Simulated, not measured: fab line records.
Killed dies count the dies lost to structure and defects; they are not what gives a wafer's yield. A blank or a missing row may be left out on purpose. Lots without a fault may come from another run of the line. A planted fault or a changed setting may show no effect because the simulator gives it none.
A lot that was struck, set against a sound lot + flow nand_harc + 14 out of 1159 route steps
Sound: these wafers, L661.4, L661.5, L661.6. Struck: wafer L670.4 (left out: L670.1, L670.5 of the same lot, which were not struck); the cause appears at the end.
Order at every step that has rows: each side's tool, ch and its chambers, its first start. Under that, the readings that differ: sound wafers + struck wafers + difference of the means + sigmas: that difference in standard deviations of wafers without a fault.
alike: words and numbers the same on both sides, and readings whose means are apart by under 2 such deviations; not compared: readings that were withheld, readings missing a value for some wafer, numbers with overlapping values and no deviation given by the record, and bounds like >300 which may hide the same value.
The two part at a step that has a row with sigmas, a row that says differs or no value, or rows on one side only. Numbers that have no deviation but don't overlap get no sigmas and don't part them. Lack of a reading on every wafer of one side parts them only where that side has two or more wafers.

first, 4 steps without rows for these wafers: NHARC_A_WL_FILL_STRIP_28 (strips in post etch residue remover, time 1200 s); NHARC_A_WL_FILL_PRECLEAN_06 (cleans in DIW, time 300 s); NHARC_A_WL_FILL_SRD_07; NHARC_A_WL_FILL_ANNEAL_08 (time 1800 s).
NHARC_A_WL_FILL_ALD_10: deposits SiO2, target thk 50 nm, pulse time 10 s, ald cycles 500.
  sound on ald_hk-01 ch 1,2,3, day 17 23:22; struck on ald_hk-02 ch 0, day 20 02:18
  alike: heater_power_w, precursor_pulse_height_rel
  not compared: since_wet_clean_h
NHARC_A_WL_FILL_ETCHBACK_16: etches the open film in C4F8/O2/Ar, target depth 88 nm, time 17.6 s.
  sound on rie_diel-01 ch 0,1; struck on rie_diel-01 ch 2
| reading               | sound             | struck | difference | sigmas |
|-----------------------|-------------------|--------|------------|--------|
| oes_product_au (a.u.) | 0.997 0.999 0.986 | 0.913  | -0.081     | -3     |
  alike: rf_vpp_V
  not compared: rf_hours_counter_h
NHARC_A_WL_FILL_STRIP_29: strips in O2, time 20 s.
  sound on rie_diel-01 ch 1,2,3, day 18 02:35; struck on rie_diel-01 ch 2, day 20 06:29
  alike: drypump_motor_current_A, oes_product_au, rf_vpp_V, showerhead_plenum_p_Torr, throttle_valve_pct
  not compared: rf_hours_counter_h
NHARC_A_WL_FILL_ETCHBACK_17: etches the open film in Cl2/BCl3, target depth 4 nm, time 26.7 s.
  sound on rie_metal-01 ch 0,1, day 18 02:42; struck on rie_metal-03 ch 1, day 20 06:34
  alike: drypump_motor_current_A, oes_product_au
  not compared: rf_hours_counter_h
then, 3 steps without rows for these wafers: NHARC_A_WL_FILL_PRECLEAN_18 (cleans in dHF, time 30 s); NHARC_A_WL_FILL_SRD_21; NHARC_A_WL_FILL_CVD_23 (deposits poly-Si, target thk 40 nm, time 800 s).
NHARC_A_WL_FILL_ETCHBACK_26: etches the open film in HBr, target depth 52 nm, time 13.3 s.
  sound on rie_si-04 ch 0,1,2, day 18 07:41; struck on rie_si-05 ch 0, day 20 11:40
| reading               | sound             | struck | difference | sigmas |
|-----------------------|-------------------|--------|------------|--------|
| oes_product_au (a.u.) | 1.013 0.996 1.014 | 0.798  | -0.210     | -21    |
  alike: drypump_motor_current_A, hbr_flow_sccm, throttle_valve_pct
  not compared: rf_hours_counter_h
then, 1 step without rows for these wafers: NHARC_A_WL_FILL_PRECLEAN_30 (cleans in dHF, time 10 s).
-- record jumps: 4 days between struck wafers' starts before vs after; left off in module A_WL_FILL, resumes in module END, first step shown is number 1159 of the route --
NHARC_END_SORT_01:
  here the record holds rows for the struck wafers (prober-01 ch 0, day 24 04:16) but none for the sound ones

== WHERE THEY PART ==
Earliest at NHARC_A_WL_FILL_ETCHBACK_16; latest, in this record, at NHARC_END_SORT_01.

WHY: what the simulator had put in
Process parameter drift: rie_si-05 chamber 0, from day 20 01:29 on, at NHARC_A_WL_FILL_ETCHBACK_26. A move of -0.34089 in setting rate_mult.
